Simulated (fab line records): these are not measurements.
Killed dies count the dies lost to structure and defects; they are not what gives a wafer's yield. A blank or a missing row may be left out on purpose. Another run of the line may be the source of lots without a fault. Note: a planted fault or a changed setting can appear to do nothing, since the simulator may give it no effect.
fab line records    flow n5-finfet
record: lots: 7  wafers: 39
route steps=1938 shown BEOL_M2@890 BEOL_M3@950 BEOL_M4@1081 BEOL_M8@1389
start-h: hours from the record's first day to the start of the lot's first wafer shown    wait-h: hours elapsed since this lot's preceding step    " unchanged from the row above    L1.1+2: a single row standing in for several wafers    - no value, or no start was given    * or withheld: withheld    < > ~ a bound
route shown NAME@n: names a module that has steps shown in the file, with the first one's number in the route    usual: mean/standard deviation taken from wafers without a fault    same: alike in all rows    chamber/n: place in a boat    sites: per-site readings    _std_site: the standard deviation of these    _edge_site: the outer-site mean with the inner-site mean subtracted    radius-mm: for every site, how far away it sits from the centre of the wafer    mask NAME#n: copy n    behind: tool/chamber where the wafer was last shaped    hold: the reason the lot was held/the length of the hold in hours/how it ended    device: transistor that didn't switch, given as n, p or np    end of line: at the end of the route, the tests of the same wafers    step lacking rows: just its recipe    killed: dies that structure and defects cost at the first sort, which is not the same as the wafer's yield    map: shows each die of a wafer: x if killed, . if not, _ if none is there
set.NAME: the setting that was run; set.NAME@STEP: the one run at that earlier step    model.NAME: the simulator's own value behind a step, which no gauge read
lots run with intentionally changed settings; tables by step, rows by wafer
== steps ==
step: N5_BEOL_M2_TRENCH_ETCH_37
recipe: chemistry: C4F6/O2  target-depth-a: 555.55  target: SiOC  time-s: 29.2  ion-energy-ev: 250  pressure-mtorr: 30  source-w: 355  bias-w: 185  Ar_flow_sccm: 300  C4F6_flow_sccm: 10  O2_flow_sccm: 10
lot.wafer  tool         chamber  start-h  wait-h  set.time-s  model.BEOL_M2.feature-depth-nm  model.etch.depth-nm  model.TiN_of_BEOL_M2_HM_DEP_02.thk-nm
L078.2     rie-diel-02  2        -        -       29.2        57.2                            57.19                17.4
L078.3     "            3        "        "       29.2        55.8                            55.8                 17.4
L078.4     "            0        "        "       29.2        56.2                            56.16                17.6
L079.1     rie-diel-01  2        -        -       18.99       36.2                            36.23                18.4
L079.2     "            3        "        "       18.99       37                              37.07                18.2
L079.3     "            1        "        "       29.2        54                              53.95                17.4
L079.4     "            0        "        "       29.2        55.8                            55.83                17.6
L079.5     "            0        "        "       29.2        55.8                            55.81                17.6
L079.6     "            3        "        "       18.99       37.2                            37.11                18.2
L084.1     rie-diel-01  2        -        -       29.2        55.6                            55.67                17.6
L084.2     "            3        "        "       29.2        57.4                            57.37                17.6
L084.3     "            1        "        "       14.65       27                              26.99                18.6
L084.4     "            0        "        "       29.2        56                              55.97                17.6
L084.5     "            1        "        "       14.65       26.8                            26.83                18.8
L084.6     "            2        "        "       14.65       27.6                            27.63                18.8
L092.1     rie-diel-05  1        -        -       29.2        56                              56.08                17.6
L092.2     "            0        "        "       21.25       41.8                            41.82                18
L092.3     "            2        "        "       21.25       40.6                            40.57                18.4
L092.4     "            3        "        "       29.2        55.6                            55.56                18
L092.5     "            3        "        "       21.25       40.4                            40.42                18.4
L092.6     "            0        "        "       29.2        57.6                            57.66                17.8
L093.1     rie-diel-05  0        -        -       29.2        56.8                            56.88                17.6
L093.2     "            1        "        "       29.2        55.6                            55.52                17.8
L093.3     "            2        "        "       37.34       71                              71.03                16.8
L093.4     "            3        "        "       37.34       69.8                            69.83                17.2
L093.5     "            3        "        "       37.34       69.6                            69.61                17.4
L093.6     "            0        "        "       29.2        56                              56.03                17.8
L094.1     rie-diel-02  3        -        -       29.2        56.2                            56.29                17.8
L094.2+3   "            0,1      "        "       35.75       68.6                            68.53                17.2
L094.4     "            2        "        "       29.2        56.6                            56.52                17.8
L094.5     "            0        "        "       29.2        56.4                            56.46                17.8
L094.6     "            1        "        "       35.75       69                              69.1                 17.2
L095.1     rie-diel-05  1        -        -       40.82       78.8                            78.71                17
L095.2     "            3        "        "       40.82       77.6                            77.57                17.2
L095.3     "            0        "        "       29.2        57.2                            57.22                17.6
L095.4     "            2        "        "       40.82       77.6                            77.63                17
L095.5     "            0        "        "       29.2        57.2                            57.27                17.6
L095.6     "            1        "        "       29.2        56                              56.05                18
step: N5_BEOL_M2_ETCH_41
recipe: chemistry: CH3F/O2  target: SiCN  target-depth-a: 299  taper-deg: 2  time-s: 52.5  ion-energy-ev: 120  mask-material: TiN  pressure-mtorr: 30  source-w: 395  bias-w: 75  Ar_flow_sccm: 150  CH3F_flow_sccm: 30  O2_flow_sccm: 20
step: N5_BEOL_M2_STRIP_97
recipe: chemistry: N2/H2  time-s: 10  power-w: 450  temp-c: 40  pressure-mtorr: 20  rf-frequency-hz: 6e+07  bias-power-w: 7  n2-flow-sccm: 200  h2-flow-sccm: 200
step: N5_BEOL_M2_OCD_MEAS_38
usual: trench-depth-nm: 55.8/1.1
lot.wafer  tool    chamber  start-h  wait-h  set.time-s@BEOL_M2_TRENCH_ETCH_37  trench-depth-nm
L078.2     ocd-02  -        154.79   -       29.2                               57.1
L078.3     "       -        "        "       29.2                               55.8
L078.4     "       -        "        "       29.2                               56.5
L079.1     ocd-02  -        159.27   -       18.99                              36.7
L079.2     "       -        "        "       18.99                              37.3
L079.3     "       -        "        "       29.2                               54.1
L079.4     "       -        "        "       29.2                               56.1
L079.5     "       -        "        "       29.2                               55.7
L079.6     "       -        "        "       18.99                              37.2
L084.1     ocd-02  -        218.20   -       29.2                               55.9
L084.2     "       -        "        "       29.2                               57.3
L084.3     "       -        "        "       14.65                              27.1
L084.4     "       -        "        "       29.2                               56.3
L084.5     "       -        "        "       14.65                              27.1
L084.6     "       -        "        "       14.65                              27.8
L092.1     ocd-01  -        255.57   -       29.2                               55.9
L092.2     "       -        "        "       21.25                              42.0
L092.3     "       -        "        "       21.25                              40.6
L092.4     "       -        "        "       29.2                               55.9
L092.5     "       -        "        "       21.25                              40.4
L092.6     "       -        "        "       29.2                               57.7
L093.1     ocd-01  -        262.45   -       29.2                               56.8
L093.2     "       -        "        "       29.2                               55.5
L093.3     "       -        "        "       37.34                              70.8
L093.4     "       -        "        "       37.34                              69.8
L093.5     "       -        "        "       37.34                              69.7
L093.6     "       -        "        "       29.2                               56.5
L094.1     ocd-02  -        267.19   -       29.2                               56.5
L094.2     "       -        "        "       35.75                              68.9
L094.3     "       -        "        "       35.75                              68.5
L094.4     "       -        "        "       29.2                               56.6
L094.5     "       -        "        "       29.2                               56.4
L094.6     "       -        "        "       35.75                              69.5
L095.1     ocd-02  -        267.54   -       40.82                              78.8
L095.2     "       -        "        "       40.82                              77.2
L095.3     "       -        "        "       29.2                               57.4
L095.4     "       -        "        "       40.82                              77.8
L095.5     "       -        "        "       29.2                               57.5
L095.6     "       -        "        "       29.2                               55.7
step: N5_BEOL_M2_HM_STRIP_39
recipe: chemistry: peroxide-tin-strip  material: TiN  target-depth-a: 250  temp-c: 50  time-s: 158
step: N5_BEOL_M2_SRD_40
recipe: time-s: 30  temp-c: 23  rinse-liquid: diw  dry: ipa-marangoni
step: N5_BEOL_M2_ECD_50
recipe: material: Cu  target-thk-a: 3000
step: N5_BEOL_M2_ANNEAL_51
recipe: temp-c: 225  time-s: 90  ambient: N2
step: N5_BEOL_M2_CMP_52
recipe: stop-on: SiOC  t-overpolish-s: 6.8  down-force-psi: 1  platen-rpm: 50  clearing-platen-down-force-psi: 1.5  clearing-platen-rpm: 50  post-cmp-clean: cu-alkaline  target-thk-nm: 40  clearing-platen-pad-velocity-m-s: 0.99484  pad-velocity-m-s: 0.99484
lot.wafer   tool    chamber  start-h  wait-h  set.time-s@BEOL_M2_TRENCH_ETCH_37  model.Cu_of_BEOL_M2_ECD_50.thk-nm
L078.3      cmp-01  1        159.97   0.2     29.2                               40.6
L078.2      "       2        "        "       29.2                               42.6
L078.4      "       3        "        "       29.2                               40.4
L079.1      cmp-02  2        162.51   0.3     18.99                              19.4
L079.3      "       3        "        "       29.2                               40.4
L079.2      "       0        "        "       18.99                              24
L079.4      "       1        "        "       29.2                               41.4
L079.5      "       2        "        "       29.2                               39.8
L079.6      "       3        "        "       18.99                              22.2
L084.2      cmp-01  1        221.96   0.2     29.2                               41.4
L084.1      "       2        "        "       29.2                               40.2
L084.4      "       3        "        "       29.2                               38.8
L084.3      "       0        "        "       14.65                              9.8
L084.5      "       1        "        "       14.65                              10.4
L084.6      "       2        "        "       14.65                              12.8
L092.4      cmp-02  0        260.87   0.1     29.2                               40.2
L092.1      "       1        "        "       29.2                               39.6
L092.3      "       2        "        "       21.25                              23.4
L092.2      "       3        "        "       21.25                              27.2
L092.6      "       0        "        "       29.2                               41.8
L092.5      "       1        "        "       21.25                              26.2
L093.1      cmp-01  3        265.88   0.3     29.2                               41.2
L093.3      "       0        "        "       37.34                              55
L093.2      "       1        "        "       29.2                               40
L093.4      "       2        "        "       37.34                              55.4
L093.6      "       3        "        "       29.2                               39.8
L093.5      "       0        "        "       37.34                              53.4
L094.1      cmp-02  1        270.71   0.3     29.2                               40.4
L094.4      "       2        "        "       29.2                               39.4
L094.3+2+6  "       3,0,1    "        "       35.75                              53.4
L094.5      "       2        "        "       29.2                               40
L095.1      cmp-01  2        272.56   0.3     40.82                              65.2
L095.3      "       3        "        "       29.2                               41.2
L095.4+2    "       0,1      "        "       40.82                              63.2
L095.5      "       2        "        "       29.2                               42.6
L095.6      "       3        "        "       29.2                               39.4
step: N5_BEOL_M2_THK_MEAS_53
recipe: thk-meas-gauge: xrf  reads: Cu_of_BEOL_M2_ECD_50
usual: M2_THK: 39.9/1.4
lot.wafer  tool           chamber  start-h  wait-h  set.time-s@BEOL_M2_TRENCH_ETCH_37  M2_THK[nm]
L078.2     film-metro-02  -        160.23   -       29.2                               42.5
L078.3     "              -        "        "       29.2                               40.6
L078.4     "              -        "        "       29.2                               40.6
L079.1     film-metro-01  -        162.80   -       18.99                              19.4
L079.2     "              -        "        "       18.99                              23.9
L079.3     "              -        "        "       29.2                               40.3
L079.4     "              -        "        "       29.2                               41.4
L079.5     "              -        "        "       29.2                               39.8
L079.6     "              -        "        "       18.99                              22.2
L084.1     film-metro-02  -        222.26   -       29.2                               39.7
L084.2     "              -        "        "       29.2                               40.9
L084.3     "              -        "        "       14.65                              9.8
L084.4     "              -        "        "       29.2                               38.5
L084.5     "              -        "        "       14.65                              10.3
L084.6     "              -        "        "       14.65                              12.6
L092.1     film-metro-02  -        261.16   -       29.2                               39.0
L092.2     "              -        "        "       21.25                              26.6
L092.3     "              -        "        "       21.25                              22.9
L092.4     "              -        "        "       29.2                               39.4
L092.5     "              -        "        "       21.25                              25.6
L092.6     "              -        "        "       29.2                               41.1
L093.1     film-metro-01  -        266.18   -       29.2                               40.7
L093.2     "              -        "        "       29.2                               39.3
L093.3     "              -        "        "       37.34                              54.5
L093.4     "              -        "        "       37.34                              55.1
L093.5     "              -        "        "       37.34                              52.7
L093.6     "              -        "        "       29.2                               39.5
L094.1     film-metro-02  -        271.00   -       29.2                               40.4
L094.2     "              -        "        "       35.75                              53.0
L094.3     "              -        "        "       35.75                              52.8
L094.4     "              -        "        "       29.2                               39.0
L094.5     "              -        "        "       29.2                               39.8
L094.6     "              -        "        "       35.75                              53.1
L095.1     film-metro-02  -        272.85   -       40.82                              64.4
L095.2     "              -        "        "       40.82                              62.6
L095.3     "              -        "        "       29.2                               40.7
L095.4     "              -        "        "       40.82                              62.5
L095.5     "              -        "        "       29.2                               42.3
L095.6     "              -        "        "       29.2                               39.1
step: N5_BEOL_M3_ETCH_64
recipe: chemistry: N2/H2  target: SOC  target-depth-a: 750  overetch-a: 150  mask-material: SiARC  temp-c: 40  time-s: 112.5  ion-energy-ev: 200  pressure-mtorr: 30  source-w: 840  bias-w: 150  n2-flow-sccm: 200  h2-flow-sccm: 200
lot.wafer     tool         chamber  start-h  wait-h  set.time-s  model.SiARC_of_BEOL_M3_COAT_62.thk-nm
L078.2+3      rie-diel-03  1,2      162.89   0.0     112.5       6.8
L078.4        "            3        "        "       112.5       7
L079.1        rie-diel-04  3        164.67   0.0     112.5       6.8
L079.2+4+6    "            0,3,0    "        "       112.5       6.6
L079.3+5      "            2        "        "       112.5       7
L084.1+3+6    rie-diel-03  3,0,3    224.73   0.0     81.58       8.4
L084.2        "            1        "        "       112.5       6.8
L084.4+5      "            2,0      "        "       112.5       7
L092.1+3      rie-diel-06  2,3      262.92   0.0     157.2       5
L092.2        "            1        "        "       157.2       4.4
L092.4        "            0        "        "       112.5       7
L092.5        "            0        "        "       112.5       6.8
L092.6        "            1        "        "       112.5       6.6
L093.1+5      rie-diel-04  1        268.25   0.0     61.15       9.2
L093.2        "            2        "        "       61.15       9.4
L093.3        "            0        "        "       112.5       6.6
L093.4        "            3        "        "       112.5       6.8
L093.6        "            2        "        "       112.5       7
L094.1+3+5+6  rie-diel-03  2,1,2,1  273.05   0.0     112.5       6.8
L094.2+4      "            0,3      "        "       112.5       7
L095.1        rie-diel-04  2        275.44   0.0     135.5       6
L095.2        "            0        "        "       112.5       6.6
L095.3+6      "            1,0      "        "       135.5       5.6
L095.4+5      "            3,1      "        "       112.5       6.8
step: N5_BEOL_M3_STRIP_65
recipe: chemistry: N2/H2  temp-c: 40  n2-flow-sccm: 200  h2-flow-sccm: 200  rf-frequency-hz: 6e+07
step: N5_BEOL_M3_STRIP_75
recipe: chemistry: N2/H2  temp-c: 40  n2-flow-sccm: 200  h2-flow-sccm: 200  rf-frequency-hz: 6e+07
step: N5_BEOL_M3_STRIP_66
recipe: chemistry: CF4  resist: SiARC  power-w: 300  bias-power-w: 75  pressure-mtorr: 50  cf4-flow-sccm: 150  rf-frequency-hz: 6e+07
step: N5_BEOL_M3_HM_OPEN_17
recipe: chemistry: Cl2/BCl3  target-depth-a: 200  overetch-a: 60  target: TiN  mask-material: SOC  ion-energy-ev: 150  pressure-mtorr: 10  icp-w: 1000  bias-w: 126  Cl2_flow_sccm: 53.25  bcl3-flow-sccm: 21.75  Ar_flow_sccm: 25
lot.wafer  tool          chamber  start-h  wait-h  set.time-s@BEOL_M3_ETCH_64  model.etch.depth-nm
L078.2     rie-metal-02  0        163.05   0.0     112.5                       19.76
L078.3     "             1        "        "       112.5                       19.59
L078.4     "             0        "        "       112.5                       19.95
L079.1     rie-metal-02  1        164.84   0.0     112.5                       19.93
L079.2     "             0        "        "       112.5                       19.92
L079.3     "             0        "        "       112.5                       19.89
L079.4+5   "             1        "        "       112.5                       19.94
L079.6     "             0        "        "       112.5                       19.97
L084.1     rie-metal-03  1        224.90   0.0     81.58                       20.65
L084.2     "             0        "        "       112.5                       20.3
L084.3     "             0        "        "       81.58                       20.08
L084.4     "             1        "        "       112.5                       20.38
L084.5     "             0        "        "       112.5                       20.06
L084.6     "             1        "        "       81.58                       20.46
L092.1     rie-metal-02  1        263.09   0.0     157.2                       16.43
L092.2     "             0        "        "       157.2                       16.02
L092.3     "             0        "        "       157.2                       15.88
L092.4     "             1        "        "       112.5                       20.33
L092.5     "             0        "        "       112.5                       20.05
L092.6     "             1        "        "       112.5                       20.43
L093.1     rie-metal-02  0        268.43   0.0     61.15                       19.9
L093.2     "             1        "        "       61.15                       19.61
L093.3     "             1        "        "       112.5                       19.86
L093.4     "             0        "        "       112.5                       19.85
L093.5     "             0        "        "       61.15                       19.84
L093.6     "             1        "        "       112.5                       19.8
L094.1     rie-metal-01  1        273.22   0.0     112.5                       19.67
L094.2     "             0        "        "       112.5                       19.63
L094.3     "             1        "        "       112.5                       19.79
L094.4     "             0        "        "       112.5                       19.86
L094.5     "             0        "        "       112.5                       19.8
L094.6     "             1        "        "       112.5                       19.5
L095.1     rie-metal-02  1        275.61   0.0     135.5                       17.63
L095.2     "             0        "        "       112.5                       19.84
L095.3     "             0        "        "       135.5                       17.42
L095.4     "             1        "        "       112.5                       19.92
L095.5     "             1        "        "       112.5                       19.56
L095.6     "             0        "        "       135.5                       17.45
step: N5_BEOL_M4_ALD_84
recipe: material: TaN  target-thk-a: *  temp-c: 275  ald-precursor-family: PDMAT  ald-co-reactant: NH3  pressure-torr: 3  carrier-flow-sccm: 1500  pulse-time-s: 2  purge-time-s: 3  co-reactant-purge-time-s: 2  co-reactant-pulse-time-s: 3  ald-cycles: 30  precursor-vessel-temp-c: 75  precursor-vessel-pressure-torr: 26.25  precursor-vessel-carrier-sccm: 1000
lot.wafer   tool          chamber  start-h  wait-h  set.ald-cycles  model.TaN_of_BEOL_M4_ALD_84.thk-nm
L079.1+2+5  ald-metal-03  0,3,1    182.50   0.0     47              *
L079.3+4    "             1,2      "        "       30              *
L079.6      "             2        "        "       30              *
L078.2      ald-metal-02  0        182.62   0.1     30              *
L078.3+4    "             3,2      "        "       30              *
L084.1+5+6  ald-metal-01  2,2,3    236.75   0.1     40              *
L084.2+3    "             1,3      "        "       30              *
L084.4      "             0        "        "       30              *
L092.1+2+4  ald-metal-01  3,1,0    275.99   0.0     24              *
L092.3+5    "             2,0      "        "       30              *
L092.6      "             3        "        "       30              *
L093.1+5+6  ald-metal-01  2,0,1    288.21   0.0     30              *
L093.2+3+4  "             3,0,1    "        "       36              *
L094.1+3+5  ald-metal-03  2,3,2    289.27   0.0     25              *
L094.2+4+6  "             0,1,3    "        "       30              *
L095.1+4    ald-metal-02  3,0      304.03   0.1     42              *
L095.2+6    "             2,0      "        "       30              *
L095.3      "             1        "        "       30              *
L095.5      "             1        "        "       42              *
step: N5_BEOL_M8_ALD_77
recipe: material: TaN  target-thk-a: 20  temp-c: 275  ald-precursor-family: PDMAT  ald-co-reactant: NH3  pressure-torr: 3  carrier-flow-sccm: 1500  pulse-time-s: 2  purge-time-s: 3  co-reactant-purge-time-s: 2  co-reactant-pulse-time-s: 3  ald-cycles: 40  precursor-vessel-temp-c: 75  precursor-vessel-pressure-torr: 26.25  precursor-vessel-carrier-sccm: 1000
lot.wafer         tool          chamber      start-h  wait-h  set.ald-cycles  model.TaN_of_BEOL_M8_ALD_77.thk-nm
L079.1+3+6        ald-metal-02  2,0,1        218.86   0.1     40              2
L079.2+4+5        "             1,3,0        "        "       47              2.4
L078.2+3+4        ald-metal-02  3,1,2        221.70   0.1     40              2
L084.1+2+6        ald-metal-02  3,2,1        281.32   0.3     48              2.4
L084.3+4+5        "             0,1,2        "        "       40              2
L092.1+5+6        ald-metal-01  0,1,2        319.42   0.1     23              1.2
L092.2+3+4        "             1,2,0        "        "       40              2
L093.1+2+3+4+5+6  ald-metal-01  2,1,0,2,0,1  325.14   0.0     40              2
L094.1+2+3+4+5+6  ald-metal-02  0,1,3,2,1,0  325.63   0.1     40              2
L095.1+3+5        ald-metal-01  3,2,2        345.20   0.3     40              2
L095.2+4+6        "             0,0,3        "        "       24              1.2
== key ==
split: step: N5_BEOL_M2_TRENCH_ETCH_37  setting: time-s  stated: 29.2  by: wafer
response: step: N5_BEOL_M2_TRENCH_ETCH_37  reading: model.BEOL_M2.feature-depth-nm  change: +0.551  per: 1%  r: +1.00
response: step: N5_BEOL_M2_TRENCH_ETCH_37  reading: model.etch.depth-nm  change: +0.551  per: 1%  r: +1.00
response: step: N5_BEOL_M2_TRENCH_ETCH_37  reading: model.TiN_of_BEOL_M2_HM_DEP_02.thk-nm  change: -0.0207  per: 1%  r: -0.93
response: step: N5_BEOL_M2_OCD_MEAS_38  reading: trench-depth-nm  change: +0.549  per: 1%  r: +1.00
response: step: N5_BEOL_M2_CMP_52  reading: model.Cu_of_BEOL_M2_ECD_50.thk-nm  change: +0.563  per: 1%  r: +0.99
response: step: N5_BEOL_M2_THK_MEAS_53  reading: M2_THK  change: +0.558  per: 1%  r: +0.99
split: step: N5_BEOL_M3_ETCH_64  setting: time-s  stated: 112.5  by: wafer
response: step: N5_BEOL_M3_ETCH_64  reading: model.SiARC_of_BEOL_M3_COAT_62.thk-nm  change: -0.0523  per: 1%  r: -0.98
response: step: N5_BEOL_M3_HM_OPEN_17  reading: model.etch.depth-nm  shape: bent  at-lowest: 19.78  at-stated: 19.91  at-highest: 16.11
split: step: N5_BEOL_M4_ALD_84  setting: ald-cycles  stated: 30  by: wafer
response: step: N5_BEOL_M4_ALD_84  reading: model.TaN_of_BEOL_M4_ALD_84.thk-nm  change: *  per: 1%  r: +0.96
split: step: N5_BEOL_M8_ALD_77  setting: ald-cycles  stated: 40  by: wafer
response: step: N5_BEOL_M8_ALD_77  reading: model.TaN_of_BEOL_M8_ALD_77.thk-nm  change: +0.0197  per: 1%  r: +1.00
